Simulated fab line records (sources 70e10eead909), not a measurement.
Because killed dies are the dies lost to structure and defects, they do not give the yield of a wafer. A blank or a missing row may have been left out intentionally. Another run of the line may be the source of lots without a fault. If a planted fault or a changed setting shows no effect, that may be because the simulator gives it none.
Which tool did it? :: flow nand-harc :: Sampling: 11 lots, 33 wafers, 5 of 1302 route steps

## WHAT EACH GAUGE READ, for each wafer
NHARC_END_SORT_01. Usual: killed-at-array 54, standard deviation 21; killed-at-other 0.9, standard deviation 1.1; killed-at-periphery 3.5, standard deviation 2.5; killed-dies 58, standard deviation 21; killed-open 3.3, standard deviation 1.9; killed-short 2.6, standard deviation 1.8.
lot: L107
measured: day 30 09:28
on: prober-02
killed-at-array: 58 483 537
killed-at-other: 2 1 0
killed-at-periphery: 2 3 3
killed-dies: 62 487 540
killed-open: 3 3 5
killed-short: 6 3 9
flag: OFF

lot: L105
measured: day 30 20:46
on: prober-02
killed-at-array: 496 71 60
killed-at-other: 0 0 0
killed-at-periphery: 4 5 6
killed-dies: 500 76 66
killed-open: 4 2 5
killed-short: 6 3 3
flag: OFF

lot: L109
measured: day 31 01:50
on: prober-01
killed-at-array: 62 64 53
killed-at-other: 2 2 2
killed-at-periphery: 2 1 2
killed-dies: 66 67 57
killed-open: 5 4 6
killed-short: 4 3 0
flag: 

lot: L111
measured: day 31 12:58
on: prober-02
killed-at-array: 65 60
killed-at-other: 2 0
killed-at-periphery: 2 4
killed-dies: 69 64
killed-open: 6 6
killed-short: 2 4
flag: 

lot: L112
measured: day 32 12:28
on: prober-01
killed-at-array: 35 32 40
killed-at-other: 2 1 0
killed-at-periphery: 3 2 4
killed-dies: 40 35 44
killed-open: 5 2 3
killed-short: 3 2 5
flag: 

## TOOL THAT RAN EACH LOT (tool first, then ch and the chambers of the sampled wafers, then the start)
lot: L994
NHARC_A_STAIRCASE_TRIM_187: rie-diel-03 ch 0,1,2, day 16 04:35
NHARC_A_STAIRCASE_TRIM_189: rie-diel-03 ch 0,1,3, day 16 06:28 or earlier
NHARC_A_STAIRCASE_TRIM_191: rie-diel-03 ch 1,3, day 16 06:28 or earlier
NHARC_A_STAIRCASE_ETCH_203: rie-diel-03 ch 0,2, day 16 06:28

lot: L996
NHARC_A_STAIRCASE_TRIM_187: rie-diel-13 ch 1,2,3, day 18 00:25
NHARC_A_STAIRCASE_TRIM_189: rie-diel-13 ch 1,2,3, day 18 06:29 or earlier
NHARC_A_STAIRCASE_TRIM_191: rie-diel-13 ch 1,2,3, day 18 06:29 or earlier
NHARC_A_STAIRCASE_ETCH_203: rie-diel-13 ch 0,1,2, day 18 06:29

lot: L100
NHARC_A_STAIRCASE_TRIM_187: rie-diel-03 ch 0,2, day 18 16:22
NHARC_A_STAIRCASE_TRIM_189: rie-diel-03 ch 0,1, day 18 19:29 or earlier
NHARC_A_STAIRCASE_TRIM_191: rie-diel-03 ch 2,3, day 18 19:29 or earlier
NHARC_A_STAIRCASE_ETCH_203: rie-diel-03 ch 0,1, day 18 19:29

lot: L107
NHARC_A_STAIRCASE_TRIM_187: rie-diel-03 ch 1,3, day 21 22:19
NHARC_A_STAIRCASE_TRIM_189: rie-diel-03 ch 0,1,3, day 22 01:05 or earlier
NHARC_A_STAIRCASE_TRIM_191: rie-diel-03 ch 0,2,3, day 22 01:05 or earlier
NHARC_A_STAIRCASE_ETCH_203: rie-diel-13 ch 0,3, day 22 01:05

lot: L105
NHARC_A_STAIRCASE_TRIM_187: rie-diel-01 ch 1,2,3, day 22 01:08
NHARC_A_STAIRCASE_TRIM_189: rie-diel-01 ch 1,2,3, day 22 03:10 or earlier
NHARC_A_STAIRCASE_TRIM_191: rie-diel-01 ch 1,2,3, day 22 03:10 or earlier
NHARC_A_STAIRCASE_ETCH_203: rie-diel-13 ch 0,3, day 22 03:10

lot: L109
NHARC_A_STAIRCASE_TRIM_187: rie-diel-01 ch 1,2,3, day 22 09:29
NHARC_A_STAIRCASE_TRIM_189: rie-diel-01 ch 0,2,3, day 22 11:23 or earlier
NHARC_A_STAIRCASE_TRIM_191: rie-diel-01 ch 0,2,3, day 22 11:23 or earlier
NHARC_A_STAIRCASE_ETCH_203: rie-diel-01 ch 0,1,3, day 22 11:23

lot: L111
NHARC_A_STAIRCASE_TRIM_187: rie-diel-01 ch 0,1,3, day 23 03:23
NHARC_A_STAIRCASE_TRIM_189: rie-diel-01 ch 1,2,3, day 23 05:53 or earlier
NHARC_A_STAIRCASE_TRIM_191: rie-diel-01 ch 0,1,3, day 23 05:53 or earlier
NHARC_A_STAIRCASE_ETCH_203: rie-diel-03 ch 0,2,3, day 23 05:53

lot: L112
NHARC_A_STAIRCASE_TRIM_187: rie-diel-03 ch 0,3, day 23 16:25
NHARC_A_STAIRCASE_TRIM_189: rie-diel-03 ch 1,2, day 23 18:39 or earlier
NHARC_A_STAIRCASE_TRIM_191: rie-diel-03 ch 0,2, day 23 18:39 or earlier
NHARC_A_STAIRCASE_ETCH_203: rie-diel-01 ch 1,2,3, day 23 18:39

lot: L115
NHARC_A_STAIRCASE_TRIM_187: rie-diel-13 ch 0,2,3, day 25 07:28
NHARC_A_STAIRCASE_TRIM_189: rie-diel-13 ch 0,1,2, day 25 09:21 or earlier
NHARC_A_STAIRCASE_TRIM_191: rie-diel-13 ch 0,2,3, day 25 09:21 or earlier
NHARC_A_STAIRCASE_ETCH_203: rie-diel-13 ch 0,1,3, day 25 09:21

lot: L114
NHARC_A_STAIRCASE_TRIM_187: rie-diel-03 ch 0,2,3, day 25 11:37
NHARC_A_STAIRCASE_TRIM_189: rie-diel-03 ch 0,1,3, day 25 13:41 or earlier
NHARC_A_STAIRCASE_TRIM_191: rie-diel-03 ch 0,1,2, day 25 13:41 or earlier
NHARC_A_STAIRCASE_ETCH_203: rie-diel-13 ch 2,3, day 25 13:41

lot: L116
NHARC_A_STAIRCASE_TRIM_187: rie-diel-13 ch 0,1,2, day 25 21:16
NHARC_A_STAIRCASE_TRIM_189: rie-diel-13 ch 0,2,3, day 25 23:10 or earlier
NHARC_A_STAIRCASE_TRIM_191: rie-diel-13 ch 0,2,3, day 25 23:10 or earlier
NHARC_A_STAIRCASE_ETCH_203: rie-diel-01 ch 1,3, day 25 23:10
- NHARC_A_STAIRCASE_TRIM_187: chemistry O2, time 211.2 s.
- NHARC_A_STAIRCASE_TRIM_189: chemistry O2, time 211.2 s.
- NHARC_A_STAIRCASE_TRIM_191: chemistry O2, time 211.2 s.
- NHARC_A_STAIRCASE_ETCH_203: etches the open film in C4F8/O2, target depth 100 nm, time 40.5 s.

## WHAT THE TOOLS THEMSELVES READ (means of the sampled wafers that have a number; where no wafer has one, the mark that the record gives instead)
NHARC_A_STAIRCASE_TRIM_187. Usual: chamber-pressure-mTorr 60.00 mTorr, standard deviation 0.052; drypump-motor-current-A 5.8 A, standard deviation 0.34; oes-product-au 1.001 a.u., standard deviation 0.01; rf-vpp-V 57.8 V, standard deviation 0.84; showerhead-plenum-p-Torr 3.50 Torr, standard deviation 0.16; throttle-valve-pct 17.035 %, standard deviation 0.0089.
lot: L994
tool: rie-diel-03
chamber-pressure-mTorr (mTorr): 59.97
drypump-motor-current-A (A): 6.0
oes-product-au (a.u.): 1.008
rf-vpp-V (V): 57.5
showerhead-plenum-p-Torr (Torr): 3.41
throttle-valve-pct (%): 17.036
flag: 

lot: L996
tool: rie-diel-13
chamber-pressure-mTorr (mTorr): 60.03
drypump-motor-current-A (A): 5.6
oes-product-au (a.u.): 0.999
rf-vpp-V (V): 58.2
showerhead-plenum-p-Torr (Torr): 3.58
throttle-valve-pct (%): 17.034
flag: 

lot: L100
tool: rie-diel-03
chamber-pressure-mTorr (mTorr): 59.98
drypump-motor-current-A (A): 6.2
oes-product-au (a.u.): 0.998
rf-vpp-V (V): 57.3
showerhead-plenum-p-Torr (Torr): 3.33
throttle-valve-pct (%): 17.041
flag: 

lot: L107
tool: rie-diel-03
chamber-pressure-mTorr (mTorr): 60.02
drypump-motor-current-A (A): 5.6
oes-product-au (a.u.): 1.004
rf-vpp-V (V): 57.6
showerhead-plenum-p-Torr (Torr): 3.48
throttle-valve-pct (%): 17.027
flag: 

lot: L105
tool: rie-diel-01
chamber-pressure-mTorr (mTorr): 59.97
drypump-motor-current-A (A): 6.0
oes-product-au (a.u.): 0.995
rf-vpp-V (V): 57.0
showerhead-plenum-p-Torr (Torr): 3.46
throttle-valve-pct (%): 17.039
flag: 

lot: L109
tool: rie-diel-01
chamber-pressure-mTorr (mTorr): 59.98
drypump-motor-current-A (A): 6.0
oes-product-au (a.u.): 0.990
rf-vpp-V (V): 58.2
showerhead-plenum-p-Torr (Torr): 3.46
throttle-valve-pct (%): 17.030
flag: 

lot: L111
tool: rie-diel-01
chamber-pressure-mTorr (mTorr): 60.01
drypump-motor-current-A (A): 6.0
oes-product-au (a.u.): 0.991
rf-vpp-V (V): 57.4
showerhead-plenum-p-Torr (Torr): 3.49
throttle-valve-pct (%): 17.031
flag: 

lot: L112
tool: rie-diel-03
chamber-pressure-mTorr (mTorr): 60.01
drypump-motor-current-A (A): 5.9
oes-product-au (a.u.): 1.012
rf-vpp-V (V): 58.3
showerhead-plenum-p-Torr (Torr): 3.64
throttle-valve-pct (%): 17.033
flag: 

lot: L115
tool: rie-diel-13
chamber-pressure-mTorr (mTorr): 60.00
drypump-motor-current-A (A): 5.7
oes-product-au (a.u.): 0.995
rf-vpp-V (V): 57.7
showerhead-plenum-p-Torr (Torr): 3.54
throttle-valve-pct (%): 17.036
flag: 

lot: L114
tool: rie-diel-03
chamber-pressure-mTorr (mTorr): 59.96
drypump-motor-current-A (A): 5.9
oes-product-au (a.u.): 0.997
rf-vpp-V (V): 57.4
showerhead-plenum-p-Torr (Torr): 3.48
throttle-valve-pct (%): 17.031
flag: 

lot: L116
tool: rie-diel-13
chamber-pressure-mTorr (mTorr): 60.00
drypump-motor-current-A (A): 5.9
oes-product-au (a.u.): 1.007
rf-vpp-V (V): 57.5
showerhead-plenum-p-Torr (Torr): 3.64
throttle-valve-pct (%): 17.041
flag: 

NHARC_A_STAIRCASE_TRIM_189. Usual: chamber-pressure-mTorr 60.00 mTorr, standard deviation 0.055; drypump-motor-current-A 5.8 A, standard deviation 0.34; oes-product-au 1.001 a.u., standard deviation 0.01; rf-vpp-V 57.6 V, standard deviation 0.9; showerhead-plenum-p-Torr 3.50 Torr, standard deviation 0.16; throttle-valve-pct 17.037 %, standard deviation 0.0095.
lot: L994
tool: rie-diel-03
chamber-pressure-mTorr (mTorr): 59.97
drypump-motor-current-A (A): 5.7
oes-product-au (a.u.): 1.002
rf-vpp-V (V): 57.0
showerhead-plenum-p-Torr (Torr): 3.42
throttle-valve-pct (%): 17.031
flag: 

lot: L996
tool: rie-diel-13
chamber-pressure-mTorr (mTorr): 59.96
drypump-motor-current-A (A): 5.6
oes-product-au (a.u.): 0.997
rf-vpp-V (V): 57.6
showerhead-plenum-p-Torr (Torr): 3.58
throttle-valve-pct (%): 17.028
flag: 

lot: L100
tool: rie-diel-03
chamber-pressure-mTorr (mTorr): 59.99
drypump-motor-current-A (A): 5.9
oes-product-au (a.u.): 1.006
rf-vpp-V (V): 57.9
showerhead-plenum-p-Torr (Torr): 3.47
throttle-valve-pct (%): 17.040
flag: 

lot: L107
tool: rie-diel-03
chamber-pressure-mTorr (mTorr): 59.99
drypump-motor-current-A (A): 5.8
oes-product-au (a.u.): 1.012
rf-vpp-V (V): 57.6
showerhead-plenum-p-Torr (Torr): 3.57
throttle-valve-pct (%): 17.036
flag: 

lot: L105
tool: rie-diel-01
chamber-pressure-mTorr (mTorr): 60.00
drypump-motor-current-A (A): 6.0
oes-product-au (a.u.): 0.989
rf-vpp-V (V): 57.9
showerhead-plenum-p-Torr (Torr): 3.46
throttle-valve-pct (%): 17.040
flag: 

lot: L109
tool: rie-diel-01
chamber-pressure-mTorr (mTorr): 59.99
drypump-motor-current-A (A): 6.0
oes-product-au (a.u.): 0.992
rf-vpp-V (V): 58.0
showerhead-plenum-p-Torr (Torr): 3.44
throttle-valve-pct (%): 17.036
flag: 

lot: L111
tool: rie-diel-01
chamber-pressure-mTorr (mTorr): 59.98
drypump-motor-current-A (A): 6.0
oes-product-au (a.u.): 0.997
rf-vpp-V (V): 57.7
showerhead-plenum-p-Torr (Torr): 3.46
throttle-valve-pct (%): 17.038
flag: 

lot: L112
tool: rie-diel-03
chamber-pressure-mTorr (mTorr): 60.04
drypump-motor-current-A (A): 5.9
oes-product-au (a.u.): 1.001
rf-vpp-V (V): 56.8
showerhead-plenum-p-Torr (Torr): 3.46
throttle-valve-pct (%): 17.031
flag: 

lot: L115
tool: rie-diel-13
chamber-pressure-mTorr (mTorr): 59.99
drypump-motor-current-A (A): 5.9
oes-product-au (a.u.): 0.989
rf-vpp-V (V): 58.7
showerhead-plenum-p-Torr (Torr): 3.64
throttle-valve-pct (%): 17.036
flag: 

lot: L114
tool: rie-diel-03
chamber-pressure-mTorr (mTorr): 60.05
drypump-motor-current-A (A): 5.8
oes-product-au (a.u.): 1.010
rf-vpp-V (V): 57.4
showerhead-plenum-p-Torr (Torr): 3.55
throttle-valve-pct (%): 17.033
flag: 

lot: L116
tool: rie-diel-13
chamber-pressure-mTorr (mTorr): 60.04
drypump-motor-current-A (A): 5.7
oes-product-au (a.u.): 0.992
rf-vpp-V (V): 57.9
showerhead-plenum-p-Torr (Torr): 3.53
throttle-valve-pct (%): 17.040
flag: 

NHARC_A_STAIRCASE_TRIM_191. Usual: chamber-pressure-mTorr 59.99 mTorr, standard deviation 0.059; drypump-motor-current-A 5.8 A, standard deviation 0.34; oes-product-au 1.000 a.u., standard deviation 0.011; rf-vpp-V 57.7 V, standard deviation 0.83; showerhead-plenum-p-Torr 3.49 Torr, standard deviation 0.16; throttle-valve-pct 17.036 %, standard deviation 0.0093.
lot: L994
tool: rie-diel-03
chamber-pressure-mTorr (mTorr): 60.00
drypump-motor-current-A (A): 5.6
oes-product-au (a.u.): 1.019
rf-vpp-V (V): 58.0
showerhead-plenum-p-Torr (Torr): 3.51
throttle-valve-pct (%): 17.031
flag: 

lot: L996
tool: rie-diel-13
chamber-pressure-mTorr (mTorr): 59.98
drypump-motor-current-A (A): 5.6
oes-product-au (a.u.): 0.998
rf-vpp-V (V): 58.3
showerhead-plenum-p-Torr (Torr): 3.58
throttle-valve-pct (%): 17.033
flag: 

lot: L100
tool: rie-diel-03
chamber-pressure-mTorr (mTorr): 60.03
drypump-motor-current-A (A): 5.7
oes-product-au (a.u.): 1.006
rf-vpp-V (V): 57.9
showerhead-plenum-p-Torr (Torr): 3.37
throttle-valve-pct (%): 17.036
flag: 

lot: L107
tool: rie-diel-03
chamber-pressure-mTorr (mTorr): 60.02
drypump-motor-current-A (A): 5.9
oes-product-au (a.u.): 1.001
rf-vpp-V (V): 58.3
showerhead-plenum-p-Torr (Torr): 3.50
throttle-valve-pct (%): 17.031
flag: 

lot: L105
tool: rie-diel-01
chamber-pressure-mTorr (mTorr): 59.99
drypump-motor-current-A (A): 6.0
oes-product-au (a.u.): 0.997
rf-vpp-V (V): 58.4
showerhead-plenum-p-Torr (Torr): 3.46
throttle-valve-pct (%): 17.036
flag: 

lot: L109
tool: rie-diel-01
chamber-pressure-mTorr (mTorr): 60.04
drypump-motor-current-A (A): 6.1
oes-product-au (a.u.): 0.992
rf-vpp-V (V): 57.8
showerhead-plenum-p-Torr (Torr): 3.44
throttle-valve-pct (%): 17.038
flag: 

lot: L111
tool: rie-diel-01
chamber-pressure-mTorr (mTorr): 59.99
drypump-motor-current-A (A): 6.0
oes-product-au (a.u.): 0.994
rf-vpp-V (V): 57.1
showerhead-plenum-p-Torr (Torr): 3.49
throttle-valve-pct (%): 17.038
flag: 

lot: L112
tool: rie-diel-03
chamber-pressure-mTorr (mTorr): 60.01
drypump-motor-current-A (A): 6.2
oes-product-au (a.u.): 0.996
rf-vpp-V (V): 57.9
showerhead-plenum-p-Torr (Torr): 3.48
throttle-valve-pct (%): 17.031
flag: 

lot: L115
tool: rie-diel-13
chamber-pressure-mTorr (mTorr): 59.96
drypump-motor-current-A (A): 5.7
oes-product-au (a.u.): 0.990
rf-vpp-V (V): 56.8
showerhead-plenum-p-Torr (Torr): 3.54
throttle-valve-pct (%): 17.040
flag: 

lot: L114
tool: rie-diel-03
chamber-pressure-mTorr (mTorr): 59.97
drypump-motor-current-A (A): 6.0
oes-product-au (a.u.): 1.007
rf-vpp-V (V): 58.2
showerhead-plenum-p-Torr (Torr): 3.54
throttle-valve-pct (%): 17.042
flag: 

lot: L116
tool: rie-diel-13
chamber-pressure-mTorr (mTorr): 60.02
drypump-motor-current-A (A): 5.7
oes-product-au (a.u.): 0.994
rf-vpp-V (V): 56.7
showerhead-plenum-p-Torr (Torr): 3.53
throttle-valve-pct (%): 17.035
flag: 

NHARC_A_STAIRCASE_ETCH_203. Usual: chamber-pressure-mTorr 25.000 mTorr, standard deviation 0.022; oes-product-au 0.942 a.u., standard deviation 0.014; rf-vpp-V 895 V, standard deviation 5.9.
lot: L994
tool: rie-diel-03
chamber-pressure-mTorr (mTorr): 24.999
oes-product-au (a.u.): 0.961
rf-vpp-V (V): 887
flag: 

lot: L996
tool: rie-diel-13
chamber-pressure-mTorr (mTorr): 25.007
oes-product-au (a.u.): 0.947
rf-vpp-V (V): 901
flag: 

lot: L100
tool: rie-diel-03
chamber-pressure-mTorr (mTorr): 24.994
oes-product-au (a.u.): 0.946
rf-vpp-V (V): 891
flag: 

lot: L107
tool: rie-diel-13
chamber-pressure-mTorr (mTorr): 25.007
oes-product-au (a.u.): 1.034
rf-vpp-V (V): 896
flag: OFF

lot: L105
tool: rie-diel-13
chamber-pressure-mTorr (mTorr): 24.990
oes-product-au (a.u.): 0.972
rf-vpp-V (V): 892
flag: 

lot: L109
tool: rie-diel-01
chamber-pressure-mTorr (mTorr): 24.993
oes-product-au (a.u.): 0.934
rf-vpp-V (V): 894
flag: 

lot: L111
tool: rie-diel-03
chamber-pressure-mTorr (mTorr): 25.022
oes-product-au (a.u.): 0.948
rf-vpp-V (V): 895
flag: 

lot: L112
tool: rie-diel-01
chamber-pressure-mTorr (mTorr): 25.008
oes-product-au (a.u.): 0.945
rf-vpp-V (V): 893
flag: 

lot: L115
tool: rie-diel-13
chamber-pressure-mTorr (mTorr): 24.997
oes-product-au (a.u.): 0.938
rf-vpp-V (V): 896
flag: 

lot: L114
tool: rie-diel-13
chamber-pressure-mTorr (mTorr): 24.989
oes-product-au (a.u.): 0.917
rf-vpp-V (V): 898
flag: 

lot: L116
tool: rie-diel-01
chamber-pressure-mTorr (mTorr): 25.002
oes-product-au (a.u.): 0.970
rf-vpp-V (V): 895
flag: 

## THE ANSWER, worked out from the rows above alone
Rule: a lot counts as off when the mean over its wafers that have a number is more than 3 standard deviations away from the usual mean. A lot without any number at a reading at which 4 lots or more have one is off too. The other lots that the step has rows for count as sound. The gauges are gone through in route order, then the tools' own readings, and for those a lot's mean is taken as printed above. At the first step where some lot is off, the reading lying furthest off is the one used; lots without a number count as furthest.
Off: L107, L105 (NHARC_END_SORT_01, killed-at-array). Neither off nor sound, because the step has no rows for them: L994, L996, L100, L115, L114, L116.
A tool fits if, at a process step before that reading, it ran every lot that is off, and no sound lot after the first of them. Gauges at NHARC_END_SORT_01: tried the same way as those tools. With no start given for some of its lots, NHARC_A_STAIRCASE_TRIM_189 uses the hours and lot order of NHARC_A_STAIRCASE_ETCH_203. With no start given for some of its lots, NHARC_A_STAIRCASE_TRIM_191 uses the hours and lot order of NHARC_A_STAIRCASE_ETCH_203. One fits: NHARC_A_STAIRCASE_ETCH_203 on rie-diel-13. It ran no sound lot before its first lot that is off in this sample, so the start can't be narrowed down.
On the lots that are off, the tool's own readings at NHARC_A_STAIRCASE_ETCH_203 differ by more than 5 times the standard deviation of the sound lots' means, which bears it out; oes-product-au reads 1.003 a.u. there versus 0.942 a.u. on the sound lots.

## WHAT WAS PUT IN BY THE SIMULATOR
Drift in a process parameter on rie-diel-13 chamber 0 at NHARC_A_STAIRCASE_ETCH_203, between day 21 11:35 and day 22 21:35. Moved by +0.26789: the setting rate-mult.
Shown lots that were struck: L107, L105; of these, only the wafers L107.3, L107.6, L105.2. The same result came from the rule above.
